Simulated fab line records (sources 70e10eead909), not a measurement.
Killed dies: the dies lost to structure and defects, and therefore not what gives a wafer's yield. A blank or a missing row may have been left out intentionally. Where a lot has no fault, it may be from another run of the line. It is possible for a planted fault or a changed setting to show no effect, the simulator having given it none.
A struck lot beside a sound one -- flow nand_harc -- 15 out of 1302 route steps
Sound: the wafers L832.2, L832.3, L832.6. Struck: wafers L838.1, L838.2, L838.3. Last of all comes the cause.
For every step that has rows: the tool of each side, followed by ch and its chambers, followed by its first start. Under that, the readings that differ: sound wafers -- struck wafers -- difference of the means -- sigmas: that difference in standard deviations of wafers without a fault.
alike: readings with means less than 2 such deviations apart, plus words and numbers identical on both sides. not compared: withheld readings, readings lacking a value on some wafer, bounds such as >300 that could conceal the same value, and numbers that have no deviation in the record and whose values overlap.
The two part at a step that has a row with sigmas, a row that says differs or no value, or rows on one side only. When numbers do not overlap yet have no deviation, they are printed without sigmas and do not part them. Lack of a reading on every wafer of one side parts them only where that side has two or more wafers.

first, 2 steps without rows for these wafers: NHARC_A_CONTACT_ETCH_139 (etches the open film in C4F8/O2/Ar, time 195 s, target depth 840 nm); NHARC_A_CONTACT_ETCH_92 (etches the open film in CH3F/O2, target depth 40 nm, time 85.7 s).
NHARC_A_CONTACT_ETCH_98: etches the open film in C4F6/O2, target depth 20 nm, time 10 s.
  sound on rie_diel-12 ch 1,2; struck on rie_diel-04 ch 0,2,3
reading,sound,struck,difference,sigmas
oes_product_au (a.u.),1.008 1.006 1.013,0.947 0.946 0.961,-0.058,-2
showerhead_plenum_p_Torr (Torr),4.21 4.11 4.21,3.94 3.79 3.93,-0.29,-2
  alike: drypump_motor_current_A, mfc_ar_sccm, rf_vpp_V, throttle_valve_pct
  not compared: rf_hours_counter_h
NHARC_A_CONTACT_CD_MEAS_15:
  sound on cd_sem-01, day 25 12:44; struck on cd_sem-01, day 28 14:08
  alike: cd_nm
then, 3 steps without rows for these wafers: NHARC_A_CONTACT_STRIP_107 (strips in N2/H2); NHARC_A_CONTACT_STRIP_108 (strips in CF4/CHF3); NHARC_A_CONTACT_STRIP_109 (strips in O2/COS).
NHARC_A_CONTACT_ETCH_110: etches the open film in CF4/O2, target depth 60 nm, overetch 6 nm, time 33 s.
  sound on rie_diel-12 ch 0,1,3, day 25 13:16; struck on rie_diel-12 ch 0,1,3, day 28 14:28
  alike: drypump_motor_current_A, mfc_ar_sccm, oes_product_au, rf_vpp_V, showerhead_plenum_p_Torr, throttle_valve_pct
  not compared: rf_hours_counter_h
NHARC_A_CONTACT_STRIP_26: strips in O2.
  sound on rie_diel-12 ch 0,1; struck on rie_diel-12 ch 0,1,3
  alike: drypump_motor_current_A, mfc_ar_sccm, oes_product_au, rf_vpp_V, showerhead_plenum_p_Torr, throttle_valve_pct
  not compared: rf_hours_counter_h
then, 1 step without rows for these wafers: NHARC_A_CONTACT_STRIP_27 (strips in post etch residue remover, time 600 s).
NHARC_A_CONTACT_ALD_18: deposits TiN, target thk 3 nm, pulse time 1 s, ald cycles 150.
  sound on ald_metal-03 ch 0,1,2, day 25 13:55; struck on ald_metal-02 ch 0,1,2, day 28 15:11
  alike: heater_power_w, precursor_pulse_height_rel
NHARC_A_CONTACT_CVD_19: deposits W, target thk 300 nm, time 802 s.
  sound on cvd_w-02 ch 0,1; struck on cvd_w-02 ch 0,1
  alike: heater_power_w, mfc_ar_sccm, throttle_valve_pct
NHARC_A_CONTACT_CMP_20: polishes, t overpolish 30 s, target thk 300 nm.
  sound on cmp-02 ch 0,1, day 25 14:59; struck on cmp-01 ch 0,2,3, day 28 16:17
  no value came back on the struck wafers for any of 5 readings (edge_zone_pressure_frac, motor_current_A (A) and others); on the sound wafers edge_zone_pressure_frac reads 1.001 0.999 0.997
then, 1 step without rows for these wafers: NHARC_A_CONTACT_SRD_22.
NHARC_A_CONTACT_INSPECT_23:
  sound on defect_inspect-02, day 25 15:24; struck on defect_inspect-01, day 28 16:41
reading,sound,struck,difference,sigmas
raw_defect_count,398 565 533,2877 2800 2719,+2300,+21

## WHERE THEY PART
First at NHARC_A_CONTACT_ETCH_98; last, within this record, at NHARC_A_CONTACT_INSPECT_23.

WHY: the cause the simulator had injected
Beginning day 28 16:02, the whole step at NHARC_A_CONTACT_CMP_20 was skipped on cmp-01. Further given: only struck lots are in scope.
